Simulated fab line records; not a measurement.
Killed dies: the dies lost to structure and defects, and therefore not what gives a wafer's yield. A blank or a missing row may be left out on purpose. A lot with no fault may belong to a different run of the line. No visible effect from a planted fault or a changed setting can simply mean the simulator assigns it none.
fab line records -- flow nand_harc
record lots=6, wafers=18, last_day=24
route steps=1159 shown P_M0@264 END@1159
lots untouched by any fault: they come from a run of this same line in which no faults occurred
start_h: hours from the record's first day to the start of the lot's first wafer shown -- wait_h: hours since the lot's step before -- " unchanged from the row above -- L1.1+2: a single row standing in for several wafers -- - no value present, or no start provided -- * or withheld: withheld -- < > ~ a bound
route shown NAME@n: a module of which the file shows steps, and the number in the route of the first -- usual: the fault-free wafers' mean and standard deviation -- same: alike in all rows -- chamber/n: place in a boat -- sites: readings site by site -- _std_site: how widely they spread, as a standard deviation -- _edge_site: the outer-site mean with the inner-site mean subtracted -- radius_mm: for every site, how far away it sits from the centre of the wafer -- mask NAME#n: copy n -- behind: tool/chamber where the wafer was last shaped -- hold: why the lot went on hold/how many hours it stayed there/how the hold came to an end -- device: the transistor (n, p or np) that didn't switch -- end of line: the route-end tests of the same wafers -- where a step has no rows: the recipe by itself -- killed: dies that structure and defects cost at the first sort, which is not the same as the wafer's yield -- map: per-die view of a wafer (x killed, . not killed, _ where there is no die)
set.NAME: the run value of the setting; set.NAME@STEP: its run value at that earlier step -- model.NAME: the simulator's own value behind a step, which no gauge read
lots at selected steps of the route; one table per step, one row per wafer
services: from which hour (start_h, from the record's first day; less than 0 if before it) a tool's chamber was out of use, for how many hours, and why
## steps
# step NHARC_P_M0_OVL_MEAS_10
# recipe pitch_nm=180
# usual overlay_x_nm=0.2/0.78, overlay_y_nm=-0.1/1
lot.wafer,tool,chamber,start_h,wait_h,overlay_x_nm,overlay_y_nm
L310.2,overlay-02,-,179.01,-,-0.5,1.5
L310.3,overlay-02,-,179.01,-,-0.1,1.4
L310.4,overlay-02,-,179.01,-,-0.1,1.6
L311.3,overlay-01,-,194.87,-,1.0,1.2
L311.5,overlay-01,-,194.87,-,0.7,0.6
L311.6,overlay-01,-,194.87,-,0.8,1.0
L313.2,overlay-02,-,206.81,-,0.6,-1.2
L313.5,overlay-02,-,206.81,-,0.4,-0.6
L313.6,overlay-02,-,206.81,-,0.5,-1.0
L314.1,overlay-01,-,207.31,-,0.2,1.0
L314.3,overlay-01,-,207.31,-,-0.8,1.7
L314.5,overlay-01,-,207.31,-,-0.7,1.3
L319.2,overlay-02,-,240.11,-,-0.5,0.1
L319.4,overlay-02,-,240.11,-,0.6,-0.4
L319.6,overlay-02,-,240.11,-,-0.2,-0.3
L318.1,overlay-01,-,240.37,-,0.8,-0.5
L318.4,overlay-01,-,240.37,-,1.0,-0.1
L318.6,overlay-01,-,240.37,-,0.9,0.2
# step NHARC_P_M0_INSPECT_11
# usual raw_defect_count=3.8/2.2
lot.wafer,tool,chamber,start_h,wait_h,raw_defect_count
L310.2,defect_inspect-02,-,179.04,0.0,1
L310.3,defect_inspect-02,-,179.04,0.0,2
L310.4,defect_inspect-02,-,179.04,0.0,0
L311.3,defect_inspect-02,-,194.90,0.0,2
L311.5,defect_inspect-02,-,194.90,0.0,2
L311.6,defect_inspect-02,-,194.90,0.0,2
L313.2,defect_inspect-02,-,206.85,0.0,3
L313.5,defect_inspect-02,-,206.85,0.0,5
L313.6,defect_inspect-02,-,206.85,0.0,3
L314.1,defect_inspect-01,-,207.34,0.0,3
L314.3,defect_inspect-01,-,207.34,0.0,3
L314.5,defect_inspect-01,-,207.34,0.0,3
L319.2,defect_inspect-02,-,240.15,0.0,5
L319.4,defect_inspect-02,-,240.15,0.0,2
L319.6,defect_inspect-02,-,240.15,0.0,1
L318.1,defect_inspect-02,-,240.40,0.0,4
L318.4,defect_inspect-02,-,240.40,0.0,5
L318.6,defect_inspect-02,-,240.40,0.0,3
# step NHARC_P_M0_DESCUM_14
# recipe time_s=3, o2_flow_sccm=200, ar_flow_sccm=0, bias_power_w=0, chemistry=O2
# usual drypump_motor_current_A=5.62/0.28, oes_product_au=0.996/0.017, rf_vpp_V=57.9/0.92, showerhead_plenum_p_Torr=1.93/0.094, throttle_valve_pct=11.311/0.0092
lot.wafer,tool,chamber,start_h,wait_h,drypump_motor_current_A,oes_product_au,rf_hours_counter_h,rf_vpp_V,showerhead_plenum_p_Torr,throttle_valve_pct
L310.2,rie_diel-12,2,179.10,0.1,5.53,0.978,11,57.6,1.86,11.313
L310.4,rie_diel-12,3,179.10,0.1,5.13,0.977,11,57.1,1.78,11.298
L310.3,rie_diel-12,1,179.10,0.1,5.64,0.993,10,57.4,1.92,11.299
L311.3,rie_diel-01,1,194.96,0.1,5.38,0.988,3,58.0,1.96,11.298
L311.6,rie_diel-01,1,194.96,0.1,5.40,1.002,-,59.2,1.96,11.326
L311.5,rie_diel-01,2,194.96,0.1,6.06,0.974,-,58.9,2.03,11.319
L313.2,rie_diel-09,2,206.92,0.1,5.73,0.983,9,57.2,1.86,11.309
L313.5,rie_diel-09,1,206.92,0.1,5.64,0.985,-,57.1,1.84,11.296
L313.6,rie_diel-09,2,206.92,0.1,5.72,0.965,-,56.3,1.86,11.313
L314.1,rie_diel-09,2,207.41,0.1,5.71,0.981,9,57.2,1.86,11.312
L314.3,rie_diel-09,0,207.41,0.1,5.78,1.030,9,58.4,2.06,11.320
L314.5,rie_diel-09,3,207.41,0.1,5.31,0.993,-,57.9,2.06,11.315
L319.4,rie_diel-09,2,240.30,0.1,5.73,0.985,10,56.6,1.86,11.288
L319.2,rie_diel-09,3,240.30,0.1,5.30,0.995,10,58.3,2.06,11.329
L319.6,rie_diel-09,1,240.30,0.1,5.62,1.007,-,58.2,1.84,11.323
L318.1,rie_diel-12,3,240.47,0.1,5.12,0.992,2,56.6,1.78,11.281
L318.4,rie_diel-12,1,240.47,0.1,5.67,1.006,2,56.6,1.92,11.319
L318.6,rie_diel-12,3,240.47,0.1,5.12,0.988,-,57.7,1.78,11.313
# step NHARC_P_M0_ETCH_34
# recipe target_depth_a=400, overetch_a=120, time_s=43.94, ion_energy_ev=200, n2_flow_sccm=150, h2_flow_sccm=150, ar_flow_sccm=0, rf_w=400, bias_w=150, chemistry=N2/H2
# usual drypump_motor_current_A=5.64/0.28, n2_flow_sccm=150.0/0.48, oes_product_au=1.000/0.016, rf_vpp_V=430.9/3, showerhead_plenum_p_Torr=2.06/0.1, throttle_valve_pct=14.170/0.0086
lot.wafer,tool,chamber,start_h,wait_h,drypump_motor_current_A,n2_flow_sccm,oes_product_au,rf_hours_counter_h,rf_vpp_V,showerhead_plenum_p_Torr,throttle_valve_pct
L310.2,rie_diel-12,3,179.19,0.1,5.11,149.1,0.981,11,426.4,1.90,14.163
L310.4,rie_diel-12,0,179.19,0.1,5.90,149.6,1.003,10,431.0,2.06,14.158
L310.3,rie_diel-12,1,179.19,0.1,5.63,150.6,0.994,10,430.8,2.05,14.165
L311.3,rie_diel-01,3,195.06,0.1,5.84,149.7,1.001,4,429.7,2.03,14.172
L311.6,rie_diel-01,0,195.06,0.1,6.09,150.4,1.000,-,432.6,2.14,14.172
L311.5,rie_diel-01,1,195.06,0.1,5.40,149.8,0.991,-,432.5,2.09,14.173
L313.2,rie_diel-09,2,207.05,0.1,5.74,150.2,0.973,9,429.8,1.98,14.177
L313.5,rie_diel-09,3,207.05,0.1,5.29,149.4,0.985,-,434.6,2.20,14.168
L313.6,rie_diel-09,0,207.05,0.1,5.80,149.6,1.030,-,434.1,2.20,14.181
L314.3,rie_diel-09,1,207.49,0.1,5.63,149.2,0.996,10,428.9,1.95,14.158
L314.1,rie_diel-09,3,207.49,0.1,5.32,150.5,0.980,8,435.6,2.20,14.166
L314.5,rie_diel-09,2,207.49,0.1,5.74,149.4,0.983,-,429.6,1.98,14.191
L319.2,rie_diel-09,2,240.38,0.1,5.74,149.5,0.989,10,429.0,1.98,14.159
L319.4,rie_diel-09,3,240.38,0.1,5.29,149.9,0.996,10,434.1,2.20,14.145
L319.6,rie_diel-09,0,240.38,0.1,5.81,149.9,1.027,-,435.5,2.20,14.155
L318.1,rie_diel-12,1,240.78,0.3,5.62,150.5,1.011,2,430.6,2.05,14.178
L318.4,rie_diel-12,2,240.78,0.3,5.52,150.1,0.985,2,427.3,1.98,14.163
L318.6,rie_diel-12,0,240.78,0.3,5.96,149.4,1.010,-,430.5,2.06,14.173
# step NHARC_P_M0_ETCH_15
# recipe target_depth_a=1500, overetch_a=150, time_s=82.5, c4f8_flow_sccm=withheld, ar_flow_sccm=400, rf_w=600, bias_w=300, chemistry=C4F8/Ar
# usual oes_product_au=0.957/0.022, rf_vpp_V=441.1/2.9
lot.wafer,tool,chamber,start_h,wait_h,oes_product_au,rf_hours_counter_h,rf_vpp_V
L310.3,rie_diel-12,1,-,-,0.977,10,440.4
L310.2,rie_diel-12,2,-,-,0.952,11,438.1
L310.4,rie_diel-12,3,-,-,0.964,11,436.3
L311.3,rie_diel-01,2,-,-,0.927,2,444.4
L311.6,rie_diel-01,2,-,-,0.933,-,444.6
L311.5,rie_diel-01,3,-,-,0.971,-,440.0
L313.2,rie_diel-09,1,-,-,0.965,10,438.3
L313.6,rie_diel-09,0,-,-,0.983,-,445.9
L313.5,rie_diel-09,1,-,-,0.959,-,439.4
L314.1,rie_diel-09,3,-,-,0.921,8,445.9
L314.3,rie_diel-09,0,-,-,0.949,9,444.3
L314.5,rie_diel-09,3,-,-,0.918,-,444.0
L319.4,rie_diel-09,2,-,-,0.922,10,439.5
L319.2,rie_diel-09,3,-,-,0.922,10,444.2
L319.6,rie_diel-09,1,-,-,0.925,-,439.7
L318.1,rie_diel-12,3,-,-,0.924,2,437.7
L318.4,rie_diel-12,1,-,-,0.951,2,440.2
L318.6,rie_diel-12,2,-,-,0.928,-,439.0
# step NHARC_P_M0_CD_MEAS_16
# usual cd_nm=90.1/0.79
lot.wafer,tool,chamber,start_h,wait_h,cd_nm
L310.2,cd_sem-01,-,179.41,-,88.9
L310.3,cd_sem-01,-,179.41,-,89.3
L310.4,cd_sem-01,-,179.41,-,90.5
L311.3,cd_sem-02,-,195.27,-,90.6
L311.5,cd_sem-02,-,195.27,-,90.5
L311.6,cd_sem-02,-,195.27,-,90.9
L313.2,cd_sem-01,-,207.25,-,89.1
L313.5,cd_sem-01,-,207.25,-,90.6
L313.6,cd_sem-01,-,207.25,-,90.6
L314.1,cd_sem-03,-,207.70,-,90.7
L314.3,cd_sem-03,-,207.70,-,90.1
L314.5,cd_sem-03,-,207.70,-,90.1
L319.2,cd_sem-02,-,240.58,-,88.8
L319.4,cd_sem-02,-,240.58,-,89.7
L319.6,cd_sem-02,-,240.58,-,91.6
L318.1,cd_sem-01,-,241.00,-,91.1
L318.4,cd_sem-01,-,241.00,-,90.4
L318.6,cd_sem-01,-,241.00,-,90.1
# step NHARC_P_M0_STRIP_18
# recipe power_w=1000, n2_flow_sccm=150, h2_flow_sccm=150, ar_flow_sccm=0, bias_w=0, chemistry=N2/H2
# step NHARC_P_M0_STRIP_19
# recipe time_s=600, temp_c=30, chemistry=post_etch_residue_remover
# step NHARC_P_M0_DEGAS_28
# recipe temp_c=250, time_s=60
# step NHARC_P_M0_PRE_CLEAN_29
# recipe time_s=30, temp_c=280, gas=H2/He
# usual heater_power_w=423/55, susceptor_temp_C=279.99/0.18
lot.wafer,tool,chamber,start_h,wait_h,heater_power_w,susceptor_temp_C
L310.4,pvd_sputter-02,-,-,-,478,280.05
L310.2,pvd_sputter-02,-,-,-,458,280.20
L310.3,pvd_sputter-02,-,-,-,349,279.86
L311.3,pvd_sputter-03,-,-,-,369,280.17
L311.5,pvd_sputter-03,-,-,-,355,279.53
L311.6,pvd_sputter-03,-,-,-,490,280.22
L313.2,pvd_sputter-03,-,-,-,489,280.09
L313.6,pvd_sputter-03,-,-,-,433,279.99
L313.5,pvd_sputter-03,-,-,-,351,279.97
L314.3,pvd_sputter-03,-,-,-,365,279.75
L314.1,pvd_sputter-03,-,-,-,437,280.14
L314.5,pvd_sputter-03,-,-,-,367,280.15
L319.2,pvd_sputter-03,-,-,-,439,280.03
L319.4,pvd_sputter-03,-,-,-,346,279.93
L319.6,pvd_sputter-03,-,-,-,487,279.89
L318.4,pvd_sputter-01,-,-,-,498,279.71
L318.1,pvd_sputter-01,-,-,-,457,280.01
L318.6,pvd_sputter-01,-,-,-,362,280.08
# step NHARC_P_M0_PVD_20
# recipe target_thk_a=50, bias_v=168.6, power_w=15000, chamber_pressure_pa=0.12, time_s=8.06, substrate_temp_c=50, material=TaN
# step NHARC_P_M0_PVD_21
# recipe target_thk_a=300, chamber_pressure_pa=5, power_w=5000, substrate_temp_c=30, time_s=20.49, material=Cu
# step NHARC_P_M0_ECD_22
# recipe target_thk_a=4000, bath_temp_c=25, material=Cu
# usual bath_heat_duty_pct=6.2/0.59, bath_temp_c=25.01/0.1
lot.wafer,tool,chamber,start_h,wait_h,bath_heat_duty_pct,bath_temp_c
L310.2,ecd_cu-01,1,180.38,-,-,-
L310.3,ecd_cu-01,1,180.38,-,-,-
L310.4,ecd_cu-01,0,180.38,-,-,-
L311.3,ecd_cu-02,1,196.38,-,-,-
L311.5,ecd_cu-02,0,196.38,-,-,-
L311.6,ecd_cu-02,1,196.38,-,-,-
L313.2,ecd_cu-01,0,208.48,-,5.8,24.94
L313.6,ecd_cu-01,1,208.48,-,7.0,24.93
L313.5,ecd_cu-01,0,208.48,-,5.2,25.04
L314.1,ecd_cu-02,1,208.80,-,5.8,25.09
L314.3,ecd_cu-02,1,208.80,-,5.8,24.94
L314.5,ecd_cu-02,1,208.80,-,5.8,24.97
L319.2,ecd_cu-02,1,241.61,-,6.5,25.13
L319.4,ecd_cu-02,1,241.61,-,7.2,25.09
L319.6,ecd_cu-02,1,241.61,-,6.8,25.04
L318.1,ecd_cu-01,1,241.99,-,6.9,25.08
L318.4,ecd_cu-01,1,241.99,-,6.3,25.03
L318.6,ecd_cu-01,1,241.99,-,5.8,25.08
# step NHARC_P_M0_ANNEAL_30
# recipe temp_c=225, time_s=90
# usual anneal_temp_c_max=226.20/0.24, wafer_temp_C_max=225.76/0.22
lot.wafer,tool,chamber,start_h,wait_h,anneal_temp_c_max,wafer_temp_C_max
L310.2,rtp_anneal-02,0,180.81,0.4,226.38,226.13
L310.3,rtp_anneal-02,0,180.81,0.4,226.03,225.62
L310.4,rtp_anneal-02,0,180.81,0.4,226.53,225.98
L311.3,rtp_anneal-01,0,196.71,0.3,225.98,225.85
L311.5,rtp_anneal-01,0,196.71,0.3,226.20,225.84
L311.6,rtp_anneal-01,0,196.71,0.3,225.86,226.29
L313.2,rtp_anneal-01,0,208.87,0.3,225.97,225.85
L313.5,rtp_anneal-01,0,208.87,0.3,226.06,225.90
L313.6,rtp_anneal-01,0,208.87,0.3,225.99,225.78
L314.1,rtp_anneal-02,0,209.13,0.3,225.91,225.72
L314.3,rtp_anneal-02,0,209.13,0.3,226.23,225.76
L314.5,rtp_anneal-02,0,209.13,0.3,226.19,225.85
L319.2,rtp_anneal-01,0,241.99,-,226.27,226.23
L319.4,rtp_anneal-01,0,241.99,-,226.28,226.12
L319.6,rtp_anneal-01,0,241.99,-,226.32,225.67
L318.1,rtp_anneal-02,0,242.37,0.3,226.26,225.61
L318.4,rtp_anneal-02,0,242.37,0.3,226.09,225.70
L318.6,rtp_anneal-02,0,242.37,0.3,225.95,225.30
# step NHARC_P_M0_CMP_23
# recipe t_overpolish_s=20, target_thk_nm=117.53
# usual edge_zone_pressure_frac=1.000/0.0054, motor_current_A=12.1/0.81, time_to_endpoint_s=28.7/2.6
# same t_overpolish_s=20
lot.wafer,tool,chamber,start_h,wait_h,edge_zone_pressure_frac,motor_current_A,time_to_endpoint_s
L310.4,cmp-04,2,181.11,-,1.001,10.6,4.7
L310.3,cmp-04,3,181.11,-,1.005,13.1,4.0
L310.2,cmp-04,0,181.11,-,0.994,13.1,3.3
L311.3,cmp-01,0,197.01,-,0.998,11.9,2.6
L311.5,cmp-01,2,197.01,-,1.000,12.1,1.0
L311.6,cmp-01,3,197.01,-,1.000,11.6,3.4
L313.2,cmp-01,0,209.17,-,1.008,11.8,26.3
L313.5,cmp-01,0,209.17,-,1.009,12.0,27.9
L313.6,cmp-01,1,209.17,-,1.002,12.8,30.7
L314.1,cmp-02,1,209.50,-,1.001,10.7,28.2
L314.3,cmp-02,2,209.50,-,0.993,12.4,32.7
L314.5,cmp-02,0,209.50,-,0.998,12.2,29.5
L319.4,cmp-04,0,242.34,-,0.998,12.2,32.8
L319.2,cmp-04,1,242.34,-,0.996,11.8,24.8
L319.6,cmp-04,2,242.34,-,0.995,11.6,30.1
L318.4,cmp-02,2,242.72,-,1.006,12.2,27.4
L318.1,cmp-02,1,242.72,-,1.003,11.4,27.6
L318.6,cmp-02,3,242.72,-,0.999,12.6,24.9
# step NHARC_P_M0_THK_MEAS_24
# recipe thk_meas_gauge=xrf
# usual thk_nm=117.4/1.5
lot.wafer,tool,chamber,start_h,wait_h,thk_nm
L310.2,film_metro-01,-,181.42,-,29.0
L310.3,film_metro-01,-,181.42,-,29.1
L310.4,film_metro-01,-,181.42,-,30.2
L311.3,film_metro-01,-,197.27,-,29.2
L311.5,film_metro-01,-,197.27,-,32.3
L311.6,film_metro-01,-,197.27,-,30.2
L313.2,film_metro-01,-,209.49,-,118.0
L313.5,film_metro-01,-,209.49,-,116.3
L313.6,film_metro-01,-,209.49,-,117.1
L314.1,film_metro-01,-,209.79,-,115.4
L314.3,film_metro-01,-,209.79,-,119.2
L314.5,film_metro-01,-,209.79,-,116.4
L319.2,film_metro-01,-,242.60,-,115.7
L319.4,film_metro-01,-,242.60,-,119.2
L319.6,film_metro-01,-,242.60,-,120.3
L318.1,film_metro-01,-,243.03,-,116.4
L318.4,film_metro-01,-,243.03,-,116.7
L318.6,film_metro-01,-,243.03,-,117.5
# step NHARC_P_M0_SRD_25
# step NHARC_END_SORT_01
# recipe temp_c=25
# usual defect_limited_yield=95.8/1.3, killed_at_array=24/8.7, killed_at_other=0.8/1.2, killed_at_periphery=3.6/2.3, killed_dies=28/8.9, killed_open=3.2/1.9, killed_short=2.0/1.6, sort_bin_2_pct=1.3/0.57, sort_bin_3_pct=0.22/0.19, sort_bin_4_pct=2.7/0.89, sort_n_pass=649/8.9, sort_rim_yield_pct=95/3.1, sort_yield_pct=95.8/1.3
# same gross_dies=677, sort_bin_5_pct[%]=0, sort_bin_6_pct[%]=0, sort_bin_7_pct[%]=0, sort_bin_8_pct[%]=0, sort_rim_n_gross=106.00
lot.wafer,tool,chamber,start_h,wait_h,defect_limited_yield[%],killed_at_array,killed_at_other,killed_at_periphery,killed_dies,killed_open,killed_short,sort_bin_2_pct[%],sort_bin_3_pct[%],sort_bin_4_pct[%],sort_n_pass,sort_rim_yield_pct[%],sort_yield_pct[%]
L310.2,prober-01,0,526.83,2.8,0,26,0,651,677,6,3,96.8,0.15,3.1,0,0,0
L310.3,prober-01,0,527.62,3.1,0,28,0,649,677,7,0,97.0,0.30,2.7,0,0,0
L310.4,prober-01,0,528.41,3.4,0,25,0,652,677,0,4,97.5,0.15,2.4,0,0,0
L311.3,prober-02,0,555.58,3.1,0,22,1,654,677,5,4,97.0,0.30,2.7,0,0,0
L311.5,prober-02,0,557.21,3.8,0,30,2,645,677,5,4,96.0,0.59,3.4,0,0,0
L311.6,prober-02,0,558.03,4.1,0,30,1,646,677,7,4,96.8,0.30,3.0,0,0,0
L314.1,prober-01,0,561.72,2.6,95.3,29,0,3,32,3,2,0.9,0.44,3.4,645,92,95.3
L314.3,prober-01,0,563.33,3.1,96.3,22,0,3,25,3,1,1.3,0.30,2.1,652,98,96.3
L314.5,prober-01,0,564.95,3.7,95.6,29,1,0,30,2,2,2.8,0.15,1.5,647,92,95.6
# killed by level:class
L310.2 P_M0:area_ecd=648 A_CHANNEL_HOLE_D1:chamber_film_flake=8 A_STAIRCASE:chamber_film_flake=7 A_CONTACT:chamber_film_flake=4 A_CHANNEL_FILL_D1:geometric_particle:open=2 P_GATE:geometric_particle:short=1 P_M0:geometric_particle:open=1 A_ONON_D1:geometric_particle:short=1
L310.3 P_M0:area_ecd=646 A_CHANNEL_HOLE_D1:chamber_film_flake=12 A_CONTACT:chamber_film_flake=7 A_CONTACT:geometric_particle:open=2 A_M0:geometric_particle:open=2 A_STAIRCASE:chamber_film_flake=2 P_GATE:geometric_particle:open=1 A_SGD_CUT:geometric_particle:open=1
L310.4 P_M0:area_ecd=649 A_CHANNEL_HOLE_D1:chamber_film_flake=9 A_STAIRCASE:chamber_film_flake=8 A_CONTACT:chamber_film_flake=4 A_CHANNEL_FILL_D1:geometric_particle:short=2 P_BONDPAD:chamber_film_flake=2 P_STI:geometric_particle:short=1 A_ONON_D1:geometric_particle:short=1
L311.3 P_M0:area_ecd=645 A_CHANNEL_HOLE_D1:chamber_film_flake=12 P_M1:chamber_film_flake=5 P_CONTACT:geometric_particle:open=2 A_ONON_D1:geometric_particle:short=2 P_M1:geometric_particle:open=1 A_ONON_D1:geometric_particle:open=1 A_CHANNEL_FILL_D1:geometric_particle:short=1
L311.5 P_M0:area_ecd=639 A_CHANNEL_HOLE_D1:chamber_film_flake=18 P_M1:chamber_film_flake=4 A_CONTACT:geometric_particle:open=3 A_STAIRCASE:chamber_film_flake=3 THIN_TSV:chamber_film_flake=2 P_M0:geometric_particle:short=1 A_SOURCE_PLATE:geometric_particle:open=1
L311.6 P_M0:area_ecd=644 A_CHANNEL_HOLE_D1:chamber_film_flake=16 A_CONTACT:geometric_particle:open=3 A_ONON_D1:geometric_particle:open=2 A_CONTACT:chamber_film_flake=2 P_GATE:geometric_particle:short=1 A_SOURCE_PLATE:geometric_particle:open=1 A_SOURCE_PLATE:geometric_particle:short=1
L314.1 A_SLIT:chamber_film_flake=14 A_CHANNEL_HOLE_D1:chamber_film_flake=11 P_M1:geometric_particle:open=2 A_SGD_CUT:geometric_particle:open=1 A_WL_FILL:geometric_particle:short=1 A_CONTACT:geometric_particle:short=1 P_GATE:chamber_film_flake=1 A_STAIRCASE:chamber_film_flake=1
L314.3 A_SLIT:chamber_film_flake=15 A_CHANNEL_HOLE_D1:chamber_film_flake=2 P_M1:geometric_particle:open=1 A_ONON_D1:geometric_particle:open=1 A_M0:geometric_particle:open=1 A_M0:geometric_particle:short=1 P_ZERO_WELL:chamber_film_flake=1 P_STI:chamber_film_flake=1
L314.5 A_SLIT:chamber_film_flake=16 A_CHANNEL_HOLE_D1:chamber_film_flake=9 A_ONON_D1:geometric_particle:short=1 A_SLIT:geometric_particle:short=1 A_WL_FILL:geometric_particle:open=1 STARTING-WAFER:geometric_particle:open=1 A_STAIRCASE:chamber_film_flake=1
# map L310.2 (x killed, . not)
____________x____________
_________xxxxxxx_________
_______xxxxxxxxxxx_______
______xxxxxxxxxxxxx______
_____xxxxxxxxxxxxxxx_____
____xxxxxxxxxxxxxxxxx____
____xxxxxxxxxxxxxxxxx____
___xxxxxxxxxxxxxxxxxxx___
___xxxxxxxxxxxxxxxxxxx___
__xxxxxxxxxxxxxxxxxxxxx__
__xxxxxxxxxxxxxxxxxxxxx__
_xxxxxxxxxxxxxxxxxxxxxxx_
_xxxxxxxxxxxxxxxxxxxxxxx_
_xxxxxxxxxxxxxxxxxxxxxxx_
_xxxxxxxxxxxxxxxxxxxxxxx_
_xxxxxxxxxxxxxxxxxxxxxxx_
xxxxxxxxxxxxxxxxxxxxxxxxx
xxxxxxxxxxxxxxxxxxxxxxxxx
xxxxxxxxxxxxxxxxxxxxxxxxx
xxxxxxxxxxxxxxxxxxxxxxxxx
xxxxxxxxxxxxxxxxxxxxxxxxx
_xxxxxxxxxxxxxxxxxxxxxxx_
_xxxxxxxxxxxxxxxxxxxxxxx_
_xxxxxxxxxxxxxxxxxxxxxxx_
_xxxxxxxxxxxxxxxxxxxxxxx_
_xxxxxxxxxxxxxxxxxxxxxxx_
__xxxxxxxxxxxxxxxxxxxxx__
__xxxxxxxxxxxxxxxxxxxxx__
___xxxxxxxxxxxxxxxxxxx___
___xxxxxxxxxxxxxxxxxxx___
____xxxxxxxxxxxxxxxxx____
____xxxxxxxxxxxxxxxxx____
_____xxxxxxxxxxxxxxx_____
______xxxxxxxxxxxxx______
_______xxxxxxxxxxx_______
_________xxxxxxx_________
____________x____________
# map L311.3 (x killed, . not)
____________x____________
_________xxxxxxx_________
_______xxxxxxxxxxx_______
______xxxxxxxxxxxxx______
_____xxxxxxxxxxxxxxx_____
____xxxxxxxxxxxxxxxxx____
____xxxxxxxxxxxxxxxxx____
___xxxxxxxxxxxxxxxxxxx___
___xxxxxxxxxxxxxxxxxxx___
__xxxxxxxxxxxxxxxxxxxxx__
__xxxxxxxxxxxxxxxxxxxxx__
_xxxxxxxxxxxxxxxxxxxxxxx_
_xxxxxxxxxxxxxxxxxxxxxxx_
_xxxxxxxxxxxxxxxxxxxxxxx_
_xxxxxxxxxxxxxxxxxxxxxxx_
_xxxxxxxxxxxxxxxxxxxxxxx_
xxxxxxxxxxxxxxxxxxxxxxxxx
xxxxxxxxxxxxxxxxxxxxxxxxx
xxxxxxxxxxxxxxxxxxxxxxxxx
xxxxxxxxxxxxxxxxxxxxxxxxx
xxxxxxxxxxxxxxxxxxxxxxxxx
_xxxxxxxxxxxxxxxxxxxxxxx_
_xxxxxxxxxxxxxxxxxxxxxxx_
_xxxxxxxxxxxxxxxxxxxxxxx_
_xxxxxxxxxxxxxxxxxxxxxxx_
_xxxxxxxxxxxxxxxxxxxxxxx_
__xxxxxxxxxxxxxxxxxxxxx__
__xxxxxxxxxxxxxxxxxxxxx__
___xxxxxxxxxxxxxxxxxxx___
___xxxxxxxxxxxxxxxxxxx___
____xxxxxxxxxxxxxxxxx____
____xxxxxxxxxxxxxxxxx____
_____xxxxxxxxxxxxxxx_____
______xxxxxxxxxxxxx______
_______xxxxxxxxxxx_______
_________xxxxxxx_________
____________x____________
## services
tool,chamber,start_h,hours,kind
cmp-02,-,156.54,1.3,repair
rie_diel-09,0,159.60,-,clean
rie_diel-09,1,159.60,-,clean
rie_diel-09,2,159.60,-,clean
rie_diel-09,2,164.67,4.8,repair
ecd_cu-02,-,180.08,8.0,pm
pvd_sputter-01,-,181.74,10.0,pm
cmp-02,-,183.24,0.3,repair
cmp-04,-,184.15,0.4,repair
rie_diel-01,-,184.53,0.7,repair
cmp-04,-,185.30,0.8,repair
rie_diel-09,-,186.22,0.4,repair
cmp-01,-,186.28,4.0,pm
cmp-01,-,192.63,0.6,repair
pvd_sputter-01,-,199.24,6.4,repair
rie_diel-12,-,202.41,9.0,pm
cmp-04,-,203.07,4.0,pm
cmp-02,-,213.32,2.1,repair
cmp-02,-,215.55,0.4,repair
cmp-02,-,220.39,1.6,repair
cmp-01,-,224.70,2.0,repair
cmp-02,-,226.50,4.0,pm
cmp-04,-,231.60,0.8,repair
cmp-01,-,233.93,1.0,repair
## key
first_sign step=NHARC_P_M0_ECD_22, reading=tool_record, direction=missing
effect step=NHARC_P_M0_CMP_23, reading=time_to_endpoint_s, direction=down, sigmas=9.6, usual=*, struck=*
effect step=NHARC_P_M0_THK_MEAS_24, reading=thk_nm, direction=down, sigmas=57, usual=117.4, struck=30.0
effect step=NHARC_END_SORT_01, reading=killed_at_periphery, direction=up, sigmas=99+, usual=3.6, struck=649.5
more_kills_born_at NHARC_P_M0_ECD_22@ecd_cu-01=1943, NHARC_P_M0_ECD_22@ecd_cu-02=1928
met_at NHARC_P_M0_ECD_22
struck_wafers L310.2,L310.3,L310.4,L311.3,L311.5,L311.6
later_rows_left_out L310.2,L310.3,L310.4,L311.3,L311.5,L311.6
fault kind=skipped_step_whole, tool=ecd_cu-01,ecd_cu-02, chamber=-, onset_h=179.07, steps=NHARC_P_M0_ECD_22, scope=struck_lots_only
# later_rows_left_out: the simulator's readings of these wafers behind a module that went badly wrong aren't trusted and aren't shown, but for the sort
